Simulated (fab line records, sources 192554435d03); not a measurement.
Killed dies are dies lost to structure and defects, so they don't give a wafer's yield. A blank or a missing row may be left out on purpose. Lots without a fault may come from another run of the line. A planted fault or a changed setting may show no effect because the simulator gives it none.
Which tool did it? | flow n5_finfet | 24 lots, 72 wafers sampled, at 6 steps of a route of 1938

WHAT THE GAUGES READ, wafer by wafer
N5_DUMMY_GATE_CD_MEAS_24: target cd 15 nm.
lot  | measured    | on        | cd_nm (nm)
L074 | day 3 02:04 | cd_sem-02 | 14.9 15.0 15.5
L075 | day 3 07:46 | cd_sem-02 | 14.9 15.8 15.3
L076 | day 3 12:35 | cd_sem-01 | 15.2 15.5 14.9
L077 | day 3 20:40 | cd_sem-01 | 14.2 14.2 14.2
L078 | day 4 04:07 | cd_sem-03 | 15.0 14.9 14.9
L079 | day 4 11:17 | cd_sem-03 | 14.3 14.6 13.9
L080 | day 4 16:00 | cd_sem-02 | 15.5 15.0 14.6
L081 | day 4 22:38 | cd_sem-03 | 14.8 15.0 14.2
L082 | day 5 00:55 | cd_sem-03 | 14.7 14.9 14.7
L083 | day 5 06:13 | cd_sem-01 | 14.8 15.2 15.1
L084 | day 5 09:58 | cd_sem-02 | 15.4 15.6 15.4
L085 | day 5 20:02 | cd_sem-03 | 15.3 15.0 14.9
L086 | day 5 21:50 | cd_sem-01 | 14.9 14.6 14.5
L087 | day 6 06:00 | cd_sem-02 | 14.5 14.7 14.9
L088 | day 6 13:49 | cd_sem-02 | 15.4 15.2 15.6
L089 | day 6 23:56 | cd_sem-01 | 15.2 15.5 15.1
L090 | day 7 07:46 | cd_sem-01 | 15.1 14.4 14.6
L091 | day 7 11:17 | cd_sem-03 | 15.1 15.2 14.4
L092 | day 7 11:51 | cd_sem-03 | 14.9 14.9 14.6
L093 | day 7 19:23 | cd_sem-01 | 14.8 15.4 14.8
L094 | day 8 04:04 | cd_sem-01 | 14.5 15.2 14.8
L095 | day 8 14:38 | cd_sem-01 | 15.2 15.7 14.9
L097 | day 9 01:58 | cd_sem-03 | 15.5 14.8 14.4
L096 | day 9 05:34 | cd_sem-03 | 16.1 15.6 15.5

N5_DUMMY_GATE_INSPECT_27: inspects for defects (brightfield).
lot  | measured    | on                | raw_defect_count
L074 | day 3 02:20 | defect_inspect-01 | 244 231 190
L075 | day 3 08:03 | defect_inspect-02 | 260 357 225
L076 | day 3 12:52 | defect_inspect-01 | 254 387 311
L077 | day 3 20:59 | defect_inspect-02 | 250 266 361
L078 | day 4 04:24 | defect_inspect-01 | 336 416 350
L079 | day 4 11:34 | defect_inspect-02 | 183 219 217
L080 | day 4 16:17 | defect_inspect-01 | 326 393 270
L081 | day 4 22:56 | defect_inspect-02 | 384 263 271
L082 | day 5 01:15 | defect_inspect-02 | 308 381 192
L083 | day 5 06:31 | defect_inspect-02 | 285 231 273
L084 | day 5 10:22 | defect_inspect-01 | 218 211 273
L085 | day 5 20:19 | defect_inspect-02 | 347 349 475
L086 | day 5 22:14 | defect_inspect-02 | 304 333 269
L087 | day 6 06:17 | defect_inspect-01 | 206 359 328
L088 | day 6 14:06 | defect_inspect-01 | 240 280 277
L089 | day 7 00:13 | defect_inspect-02 | 284 342 190
L090 | day 7 08:04 | defect_inspect-01 | 225 342 291
L091 | day 7 11:43 | defect_inspect-02 | 200 167 180
L092 | day 7 12:08 | defect_inspect-02 | 196 287 257
L093 | day 7 19:41 | defect_inspect-02 | 340 220 214
L094 | day 8 04:21 | defect_inspect-02 | 326 262 295
L095 | day 8 14:57 | defect_inspect-02 | 322 262 318
L097 | day 9 02:14 | defect_inspect-01 | 344 229 252
L096 | day 9 05:51 | defect_inspect-01 | 280 239 459

N5_ILD0_INSPECT_06: inspects for defects (darkfield).
lot  | measured    | on                | raw_defect_count
L074 | day 3 19:38 | defect_inspect-01 | 44 53 33
L075 | day 4 02:09 | defect_inspect-01 | 30 24 33
L076 | day 4 06:43 | defect_inspect-01 | 61 60 16
L077 | day 4 13:10 | defect_inspect-01 | 44 40 29
L078 | day 4 21:45 | defect_inspect-01 | 22 38 29
L079 | day 5 08:04 | defect_inspect-01 | 46 28 17
L080 | day 5 09:02 | defect_inspect-02 | 16 28 43
L081 | day 5 17:43 | defect_inspect-02 | 37 28 20
L082 | day 5 18:51 | defect_inspect-01 | 79 31 59
L083 | day 6 00:33 | defect_inspect-01 | 42 36 17
L084 | day 6 05:27 | defect_inspect-01 | 50 27 41
L085 | day 6 13:12 | defect_inspect-02 | 50 32 42
L086 | day 6 19:16 | defect_inspect-02 | 35 37 23
L087 | day 6 22:37 | defect_inspect-02 | 22 40 12
L088 | day 7 08:26 | defect_inspect-01 | 41 53 67
L089 | day 7 18:30 | defect_inspect-02 | 74 47 39
L090 | day 8 02:26 | defect_inspect-01 | 26 13 14
L091 | day 8 05:32 | defect_inspect-02 | 28 44 34
L092 | day 8 04:38 | defect_inspect-01 | 35 50 53
L093 | day 8 12:16 | defect_inspect-01 | 30 38 41
L094 | day 8 22:24 | defect_inspect-02 | 17 32 16
L095 | day 9 07:52 | defect_inspect-02 | 49 56 28
L097 | day 9 20:10 | defect_inspect-01 | 38 34 45
L096 | day 9 23:02 | defect_inspect-01 | 37 37 47

N5_SDB_INSPECT_13: inspects for defects (brightfield).
lot  | measured    | on                | raw_defect_count
L074 | day 3 20:11 | defect_inspect-02 | 55 63 72
L075 | day 4 02:41 | defect_inspect-01 | 98 61 80
L076 | day 4 07:16 | defect_inspect-02 | 46 86 61
L077 | day 4 13:35 | defect_inspect-01 | 54 45 103
L078 | day 4 22:18 | defect_inspect-02 | 36 108 91
L079 | day 5 08:29 | defect_inspect-01 | 75 78 47
L080 | day 5 09:27 | defect_inspect-02 | 84 71 89
L081 | day 5 18:08 | defect_inspect-02 | 36 32 42
L082 | day 5 19:23 | defect_inspect-01 | 35 58 54
L083 | day 6 01:05 | defect_inspect-01 | 90 81 62
L084 | day 6 05:59 | defect_inspect-02 | 76 111 72
L085 | day 6 13:37 | defect_inspect-02 | 115 61 53
L086 | day 6 19:48 | defect_inspect-01 | 41 36 59
L087 | day 6 23:10 | defect_inspect-01 | 48 70 67
L088 | day 7 08:51 | defect_inspect-02 | 125 89 70
L089 | day 7 18:56 | defect_inspect-01 | 108 105 65
L090 | day 8 02:53 | defect_inspect-01 | 117 65 62
L091 | day 8 06:05 | defect_inspect-01 | 44 78 93
L092 | day 8 05:13 | defect_inspect-01 | 45 62 38
L093 | day 8 12:49 | defect_inspect-02 | 85 86 62
L094 | day 8 22:56 | defect_inspect-02 | 67 58 84
L095 | day 9 08:25 | defect_inspect-02 | 66 40 76
L097 | day 9 20:35 | defect_inspect-01 | 85 95 79
L096 | day 9 23:38 | defect_inspect-01 | 45 44 65

WHICH TOOL RAN EACH LOT (tool, then ch and the chambers of the sampled wafers, then the start)
lot  | N5_DUMMY_GATE_STRIP_40            | N5_SPACER0_ALD_07
L074 | rie_diel-01 ch 1,2, day 3 01:28   | ald_sin-03 ch 0,1, day 3 02:22
L075 | rie_diel-01 ch 0,3, day 3 07:13   | ald_sin-02 ch 1,3, day 3 08:05
L076 | rie_diel-04 ch 1,3, day 3 12:02   | ald_sin-03 ch 0,1,3, day 3 12:54
L077 | rie_diel-01 ch 0,2,3, day 3 20:03 | ald_sin-02 ch 0,1,3, day 3 21:08
L078 | rie_diel-05 ch 1,3, day 4 03:35   | ald_sin-02 ch 0,1,3, day 4 04:26
L079 | rie_diel-04 ch 1,3, day 4 10:44   | ald_sin-02 ch 0,2,3, day 4 11:37
L080 | rie_diel-05 ch 1,2,3, day 4 15:27 | ald_sin-02 ch 1,2, day 4 16:31
L081 | rie_diel-01 ch 0,1, day 4 22:00   | ald_sin-02 ch 0,3, day 4 23:18
L082 | rie_diel-04 ch 0,1,2, day 5 00:20 | ald_sin-02 ch 1,2,3, day 5 01:52
L083 | rie_diel-05 ch 1,2,3, day 5 05:25 | ald_sin-02 ch 1,2,3, day 5 06:33
L084 | rie_diel-04 ch 0,1,3, day 5 09:25 | ald_sin-04 ch 1,2,3, day 5 10:25
L085 | rie_diel-01 ch 0,1,2, day 5 19:29 | ald_sin-03 ch 1,2, day 5 20:46
L086 | rie_diel-05 ch 0,2,3, day 5 21:17 | ald_sin-03 ch 0,1,2, day 5 22:16
L087 | rie_diel-01 ch 0,1, day 6 05:10   | ald_sin-02 ch 0,2, day 6 06:19
L088 | rie_diel-01 ch 2,3, day 6 13:15   | ald_sin-03 ch 1,2, day 6 14:08
L089 | rie_diel-01 ch 0,2,3, day 6 23:23 | ald_sin-03 ch 1,2,3, day 7 00:15
L090 | rie_diel-01 ch 0,2,3, day 7 07:13 | ald_sin-04 ch 1,2,3, day 7 08:06
L091 | rie_diel-01 ch 1,2,3, day 7 10:37 | ald_sin-02 ch 0,1,2, day 7 11:45
L092 | rie_diel-01 ch 0,1,3, day 7 11:04 | ald_sin-04 ch 0,1,3, day 7 12:17
L093 | rie_diel-01 ch 0,1,3, day 7 18:51 | ald_sin-03 ch 0,1,3, day 7 19:43
L094 | rie_diel-04 ch 0,1,3, day 8 03:31 | ald_sin-04 ch 1,3, day 8 04:23
L095 | rie_diel-04 ch 0,1,3, day 8 14:02 | ald_sin-02 ch 0,1,2, day 8 14:59
L097 | rie_diel-05 ch 1,2, day 9 01:14   | ald_sin-03 ch 1,3, day 9 02:37
L096 | rie_diel-04 ch 0,2, day 9 05:01   | ald_sin-02 ch 0,2,3, day 9 05:53
- N5_DUMMY_GATE_STRIP_40: strips in CF4.
- N5_SPACER0_ALD_07: deposits SiNx, target thk 2 nm.

WHAT THE TOOLS THEMSELVES READ (means of the sampled wafers that have a number; where no wafer has one, the mark that the record gives instead)
N5_DUMMY_GATE_STRIP_40.
lot  | tool        | drypump_motor_current_A (A) | oes_product_au (a.u.) | rf_vpp_V (V) | showerhead_plenum_p_Torr (Torr) | throttle_valve_pct (%)
L074 | rie_diel-01 | 5.5                         | 0.75                  | 270.3        | 1.80                            | 13.68
L075 | rie_diel-01 | 5.4                         | 0.83                  | 271.7        | 1.79                            | 13.38
L076 | rie_diel-04 | 6.0                         | 0.71                  | 272.5        | 1.86                            | 13.83
L077 | rie_diel-01 | 5.4                         | 0.77                  | 270.7        | 1.78                            | 13.57
L078 | rie_diel-05 | 5.3                         | 0.76                  | 271.1        | 1.79                            | 13.39
L079 | rie_diel-04 | 6.2                         | 0.71                  | 272.6        | 1.86                            | 13.82
L080 | rie_diel-05 | 5.6                         | 0.74                  | 270.1        | 1.79                            | 13.52
L081 | rie_diel-01 | 5.4                         | 0.82                  | 271.1        | 1.81                            | 13.47
L082 | rie_diel-04 | 6.0                         | 0.79                  | 271.8        | 1.82                            | 13.52
L083 | rie_diel-05 | 5.6                         | 0.73                  | 271.0        | 1.79                            | 13.52
L084 | rie_diel-04 | 5.9                         | 0.70                  | 272.8        | 1.85                            | 13.82
L085 | rie_diel-01 | 5.4                         | 0.77                  | 270.0        | 1.79                            | 13.67
L086 | rie_diel-05 | 5.6                         | 0.79                  | 271.2        | 1.82                            | 13.55
L087 | rie_diel-01 | 5.4                         | 0.80                  | 271.7        | 1.81                            | 13.50
L088 | rie_diel-01 | 5.5                         | 0.71                  | 271.0        | 1.75                            | 13.81
L089 | rie_diel-01 | 5.5                         | 0.76                  | 271.1        | 1.77                            | 13.63
L090 | rie_diel-01 | 5.5                         | 0.75                  | 270.4        | 1.77                            | 13.63
L091 | rie_diel-01 | 5.5                         | 0.72                  | 270.7        | 1.76                            | 13.69
L092 | rie_diel-01 | 5.5                         | 0.77                  | 270.9        | 1.78                            | 13.51
L093 | rie_diel-01 | 5.5                         | 0.76                  | 270.7        | 1.78                            | 13.52
L094 | rie_diel-04 | 5.9                         | 0.69                  | 271.8        | 1.85                            | 13.85
L095 | rie_diel-04 | 5.9                         | 0.69                  | 271.7        | 1.85                            | 13.85
L097 | rie_diel-05 | 5.4                         | 0.73                  | 270.8        | 1.78                            | 13.46
L096 | rie_diel-04 | 5.8                         | 0.75                  | 271.0        | 1.81                            | 13.53

N5_SPACER0_ALD_07.
lot  | tool       | heater_power_w (W) | susceptor_temp_C (C)
L074 | ald_sin-03 | 915                | 399.94
L075 | ald_sin-02 | 896                | 399.92
L076 | ald_sin-03 | 840                | 400.08
L077 | ald_sin-02 | 935                | 399.96
L078 | ald_sin-02 | 933                | 400.08
L079 | ald_sin-02 | 941                | 399.69
L080 | ald_sin-02 | 865                | 399.92
L081 | ald_sin-02 | 981                | 399.89
L082 | ald_sin-02 | 888                | 400.21
L083 | ald_sin-02 | 892                | 399.99
L084 | ald_sin-04 | 879                | 400.11
L085 | ald_sin-03 | 794                | 399.96
L086 | ald_sin-03 | 865                | 400.00
L087 | ald_sin-02 | 932                | 400.18
L088 | ald_sin-03 | 792                | 399.97
L089 | ald_sin-03 | 779                | 399.95
L090 | ald_sin-04 | 869                | 400.15
L091 | ald_sin-02 | 924                | 400.06
L092 | ald_sin-04 | 922                | 399.99
L093 | ald_sin-03 | 848                | 400.02
L094 | ald_sin-04 | 922                | 400.19
L095 | ald_sin-02 | 926                | 399.92
L097 | ald_sin-03 | 736                | 400.17
L096 | ald_sin-02 | 955                | 400.12

THE ANSWER, worked out from the rows above alone
Rule: what is usual is taken from the lots themselves. Put in order of their means at a reading, lots are off if they are a third of the lots or fewer, leave a main group of 4 or more, and stand apart from it by a gap of 3 or more times the standard deviation of the main group's means; of several such gaps the widest counts. A main group whose means are all the same, to the digits that the tables above print for the reading, isn't used. A lot without any number at a reading at which 4 lots or more have one is off too. The other lots that the step has rows for count as sound. The gauges are gone through in route order, then the tools' own readings, and for those a lot's mean is taken as printed above. The first step at which some lot is off is used, and at that step the reading that is off furthest; a lot without a number counts as furthest.
No lot is off at any reading shown: from this, nothing can be told.

WHAT THE SIMULATOR HAD PUT IN
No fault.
